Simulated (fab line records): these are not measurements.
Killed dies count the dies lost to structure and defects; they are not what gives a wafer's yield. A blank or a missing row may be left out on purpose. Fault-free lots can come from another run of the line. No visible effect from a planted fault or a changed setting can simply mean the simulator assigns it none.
Chamber matching + flow n5Finfet + N5_BEOL_M12_DEP_53 on pecvd-03: 3 sister chambers
The step deposits SiCN from 3MS/NH3, target thk 30 nm, time 10.5 s. 6 wafers are shown with their chamber, then 11 later ones without.

## EACH WAFER AND ITS CHAMBER
| wafer  | chamber | showerheadPlenumPTorr (Torr) | throttleValvePct (%) |
|--------|---------|------------------------------|----------------------|
| L081.3 | 1       | 4.132                        | 18.2                 |
| L087.4 | 1       | 4.124                        | 18.0                 |
| L088.1 | 0       | 4.138                        | 17.7                 |
| L088.3 | 2       | 4.165                        | 17.1                 |
| L088.4 | 0       | 4.138                        | 17.6                 |
| L091.3 | 2       | 4.166                        | 16.9                 |

## WAFERS WITHOUT THEIR CHAMBER
| wafer  | showerheadPlenumPTorr (Torr) | throttleValvePct (%) |
|--------|------------------------------|----------------------|
| L091.5 | 4.144                        | 17.7                 |
| L091.6 | 4.130                        | 18.3                 |
| L095.1 | 4.127                        | 17.9                 |
| L095.3 | 4.153                        | 17.0                 |
| L095.6 | 4.165                        | 17.1                 |
| L094.3 | 4.135                        | 17.5                 |
| L094.5 | 4.139                        | 17.6                 |
| L094.6 | 4.127                        | 18.4                 |
| L096.1 | 4.126                        | 18.3                 |
| L096.4 | 4.161                        | 17.1                 |
| L096.5 | 4.133                        | 18.4                 |

## CHAMBER TAKEN BY EACH
| wafer  | from the rows above | in truth |
|--------|---------------------|----------|
| L091.5 | 0                   | 0        |
| L091.6 | 1                   | 1        |
| L095.1 | 1                   | 1        |
| L095.3 | 2                   | 2        |
| L095.6 | 2                   | 2        |
| L094.3 | 0                   | 0        |
| L094.5 | 0                   | 0        |
| L094.6 | 1                   | 1        |
| L096.1 | 1                   | 1        |
| L096.4 | 2                   | 2        |
| L096.5 | 1                   | 1        |
11 of 11 placed correctly. Not placeable from these rows: 0. Placed wrongly: 0.
How it was worked out, from the rows above alone: a wafer's distance from a chamber is the root of the sum, over the readings, of the square of ((its reading less the chamber's mean) divided by the reading's scatter). If the next closest chamber is less than 2 further off than the closest, the wafer can't be placed; otherwise it belongs to the closest. The mean given for a chamber averages the wafers shown for that chamber. The scatter is the square root of a quotient: the sum, over the shown wafers, of each reading's squared deviation from its chamber's mean, divided by wafers minus chambers.
